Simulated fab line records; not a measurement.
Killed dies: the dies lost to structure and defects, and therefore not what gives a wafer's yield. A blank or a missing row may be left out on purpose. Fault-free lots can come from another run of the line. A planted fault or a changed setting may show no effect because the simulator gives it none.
Chamber matching || flow n5_finfet || ald_metal-02 running N5_MOL_CONTACT_COAG_ALD_20: 4 sister chambers
The step deposits TiN, target thk 1.5 nm, pulse time 1 s, purge time 3 s. 8 wafers are shown with their chamber, then 12 later ones without.

== WAFERS WITH THEIR CHAMBER ==
{"wafer": "L085.1", "chamber": 2, "heater_power_w (W)": 885, "precursor_pulse_height_rel": 1.006}
{"wafer": "L085.6", "chamber": 2, "heater_power_w (W)": 885, "precursor_pulse_height_rel": 1.000}
{"wafer": "L089.1", "chamber": 0, "heater_power_w (W)": 886, "precursor_pulse_height_rel": 1.012}
{"wafer": "L089.3", "chamber": 3, "heater_power_w (W)": 892, "precursor_pulse_height_rel": 1.002}
{"wafer": "L089.4", "chamber": 1, "heater_power_w (W)": 741, "precursor_pulse_height_rel": 1.007}
{"wafer": "L088.1", "chamber": 0, "heater_power_w (W)": 889, "precursor_pulse_height_rel": 1.020}
{"wafer": "L088.4", "chamber": 1, "heater_power_w (W)": 736, "precursor_pulse_height_rel": 0.988}
{"wafer": "L088.5", "chamber": 3, "heater_power_w (W)": 895, "precursor_pulse_height_rel": 1.003}

== WAFERS WITHOUT THEIR CHAMBER ==
{"wafer": "L090.3", "heater_power_w (W)": 891, "precursor_pulse_height_rel": 0.983}
{"wafer": "L090.5", "heater_power_w (W)": 752, "precursor_pulse_height_rel": 1.001}
{"wafer": "L090.6", "heater_power_w (W)": 882, "precursor_pulse_height_rel": 0.972}
{"wafer": "L091.1", "heater_power_w (W)": 871, "precursor_pulse_height_rel": 1.011}
{"wafer": "L091.4", "heater_power_w (W)": 736, "precursor_pulse_height_rel": 0.985}
{"wafer": "L091.5", "heater_power_w (W)": 886, "precursor_pulse_height_rel": 1.011}
{"wafer": "L094.1", "heater_power_w (W)": 872, "precursor_pulse_height_rel": 0.976}
{"wafer": "L094.2", "heater_power_w (W)": 726, "precursor_pulse_height_rel": 1.022}
{"wafer": "L094.6", "heater_power_w (W)": 925, "precursor_pulse_height_rel": 0.989}
{"wafer": "L095.3", "heater_power_w (W)": 895, "precursor_pulse_height_rel": 1.019}
{"wafer": "L095.5", "heater_power_w (W)": 866, "precursor_pulse_height_rel": 1.003}
{"wafer": "L095.6", "heater_power_w (W)": 886, "precursor_pulse_height_rel": 1.015}

== WHICH CHAMBER EACH WENT THROUGH ==
{"wafer": "L090.3", "from the rows above": "can't be placed: 3 or 2 or 0", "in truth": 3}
{"wafer": "L090.5", "from the rows above": 1, "in truth": 1}
{"wafer": "L090.6", "from the rows above": "can't be placed: 2 or 0", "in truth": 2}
{"wafer": "L091.1", "from the rows above": "can't be placed: 2 or 0", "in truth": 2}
{"wafer": "L091.4", "from the rows above": 1, "in truth": 1}
{"wafer": "L091.5", "from the rows above": "can't be placed: 0 or 2", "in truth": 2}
{"wafer": "L094.1", "from the rows above": "can't be placed: 2 or 0", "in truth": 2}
{"wafer": "L094.2", "from the rows above": 1, "in truth": 1}
{"wafer": "L094.6", "from the rows above": 3, "in truth": 3}
{"wafer": "L095.3", "from the rows above": "can't be placed: 3 or 0", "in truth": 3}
{"wafer": "L095.5", "from the rows above": "can't be placed: 2 or 0", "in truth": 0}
{"wafer": "L095.6", "from the rows above": "can't be placed: 0 or 2", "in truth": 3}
Correctly placed: 4 of 12. Not placeable from these rows: 8 (in 7, the candidates include the true chamber). 0 placed wrongly.
How it was worked out, from the rows above alone: a wafer's distance from a chamber is the root of the sum, over the readings, of the square of ((its reading less the chamber's mean) divided by the reading's scatter). The wafer belongs to the nearest chamber; if the next one is less than 2 further off, it can't be placed. A chamber's mean is the mean of its shown wafers. The scatter is the square root of a quotient: the sum, over the shown wafers, of each reading's squared deviation from its chamber's mean, divided by wafers minus chambers.
